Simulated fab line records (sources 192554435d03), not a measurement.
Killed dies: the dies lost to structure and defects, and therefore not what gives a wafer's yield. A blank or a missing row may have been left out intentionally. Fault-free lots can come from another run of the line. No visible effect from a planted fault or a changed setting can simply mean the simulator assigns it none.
Comparing a struck lot with a sound one	flow n5 finfet	37 steps out of a route of 1938
Sound: these wafers, L490.2, L490.3, L490.5. Struck: wafer L486.1 (left out: L486.2, L486.4 of the same lot, which were not struck); the cause appears at the end.
For every step that has rows: the tool of each side, followed by ch and its chambers, followed by its first start. Under that, the readings that differ: sound wafers	struck wafers	difference of the means	sigmas: that difference in standard deviations of wafers without a fault.
alike: readings with means less than 2 such deviations apart, plus words and numbers identical on both sides. not compared: withheld readings, readings lacking a value on some wafer, bounds such as >300 that could conceal the same value, and numbers that have no deviation in the record and whose values overlap.
The two part at a step that has a row with sigmas, a row that says differs or no value, or rows on one side only. Non-overlapping numbers with no deviation appear without sigmas and do not part them. Lack of a reading on every wafer of one side parts them only where that side has two or more wafers.

first, 9 steps without rows for these wafers: N5_BEOL_M11_ALD_74 (deposits TaN, target thk 2 nm, pulse time 2 s, purge time 3 s); N5_BEOL_M11_SURFACE_TREAT_76; N5_BEOL_M11_CVD_75 (deposits Co from CCTBA/H2, target thk 2 nm, time 138.9 s); N5_BEOL_M11_SPUTTER_48 (material Cu, target thk 12 nm, time 2 s); N5_BEOL_M11_ECD_50 (material Cu, target thk 318 nm); N5_BEOL_M11_ANNEAL_51 (time 90 s); N5_BEOL_M11_CMP_52 (polishes, stops on SiCOH lowk, t overpolish 7 s, target thk 140 nm); N5_BEOL_M11_PRE_CLEAN_55 (time 15 s); N5_BEOL_M11_DEP_56 (deposits SiCN from 3MS/NH3, target thk 30 nm, time 10.5 s).
N5_BEOL_M12_ILD_DEP_00: deposits SiOC from DEMS/O2, target thk 658.92 nm, time 130.7 s.
  sound on pecvd-03 ch 0,1,2, day 18 18:44; struck on pecvd-01 ch 1, day 16 22:35
reading	sound	struck	difference	sigmas
model.SiOC_of_BEOL_M12_ILD_DEP_00.thk nm (nm)	660.8 656 662.8	704.8	+44.9	
  alike: heater power w, showerhead plenum p Torr, throttle valve pct
N5_BEOL_M12_THK_MEAS_01:
  struck on film metro-01, day 16 22:44; sound on film metro-02, day 18 18:52
reading	sound	struck	difference	sigmas
M12_ILD_THK (nm)	661 656 663	705	+45	+4
then, 10 steps without rows for these wafers: N5_BEOL_M12_COAT_58 (time 60 s, resist thk 89 nm); N5_BEOL_M12_COAT_04 (resist thk 400 nm); N5_BEOL_M12_EBR_06; N5_BEOL_M12_SOFTBAKE_05 (time 60 s); N5_BEOL_M12_EXPOSE_07 (exposes mask V11); N5_BEOL_M12_PEB_08 (peb time 90 s); N5_BEOL_M12_DEVELOP_09 (develop time 45 s); N5_BEOL_M12_HARDBAKE_14 (time 120 s); N5_BEOL_M12_DESCUM_15 (chemistry O2, time 7.9 s); N5_BEOL_M12_ETCH_59 (etches BARC in N2/H2, target depth 89 nm, overetch 26.7 nm, time 67.9 s).
N5_BEOL_M12_VIA_ETCH_16: etches SiOC in C4F8/O2/Ar, target depth 724.8 nm.
  sound on rie diel-01 ch 0,3, day 18 19:28; struck on rie diel-01 ch 3, day 16 23:13
reading	sound	struck	difference	sigmas
model.etch.depth nm (nm)	660.7 655.9 662.8	704.8	+45.0	
model.coat_of_BEOL_M12_COAT_04.thk nm (nm)	121 123.4 121	109.2	-12.6	
  alike: drypump motor current A, oes product au, rf vpp V, showerhead plenum p Torr, throttle valve pct
N5_BEOL_M12_STRIP_63: strips in N2/H2.
  sound on plasma asher-02 ch 0,1, day 18 19:40; struck on plasma asher-01 ch 0, day 16 23:26
reading	sound	struck	difference	sigmas
drypump motor current A (A)	5.83 5.64 5.64	5.29	-0.41	-2
strip time to endpoint s (s)	42.0 42.6 42.0	38.8	-3.4	-4
  alike: heater power w, oes product au
  not compared: rf hours counter h
then, 12 steps without rows for these wafers: N5_BEOL_M12_STRIP_64 (strips in N2/H2); N5_BEOL_M12_STRIP_71 (strips in post etch residue remover, time 60 s); N5_BEOL_M12_SRD_72 (time 30 s, dry time 30 s); N5_BEOL_M12_COAT_65 (time 60 s, resist thk 300 nm); N5_BEOL_M12_COAT_66 (time 60 s, resist thk 110 nm); N5_BEOL_M12_COAT_22 (resist thk 300 nm); N5_BEOL_M12_EBR_24; N5_BEOL_M12_SOFTBAKE_23 (time 60 s); N5_BEOL_M12_EXPOSE_25 (exposes mask M12); N5_BEOL_M12_PEB_26 (peb time 90 s); N5_BEOL_M12_DEVELOP_27 (develop time 45 s); N5_BEOL_M12_HARDBAKE_32 (time 120 s).
N5_BEOL_M12_CMP_49: polishes, stops on SiOC, t overpolish 20.6 s, target thk 320 nm.
  sound on cmp-03 ch 0,2, day 18 22:15; struck on cmp-04 ch 3, day 17 04:19
reading	sound	struck	difference	sigmas
model.SiOC_of_BEOL_M12_ILD_DEP_00.thk nm (nm)	603.6 597.4 605.8	645	+43	
  alike: motor current A, slurry flow ml min
N5_PASSIVATION_PROBE_49:
  the record has rows for the sound wafers here (prober-01, day 20 12:52) and none for the struck ones

## WHERE THEY PART
First at N5_BEOL_M12_THK_MEAS_01; last, within this record, at N5_PASSIVATION_PROBE_49.

WHY: what had been put in by the simulator
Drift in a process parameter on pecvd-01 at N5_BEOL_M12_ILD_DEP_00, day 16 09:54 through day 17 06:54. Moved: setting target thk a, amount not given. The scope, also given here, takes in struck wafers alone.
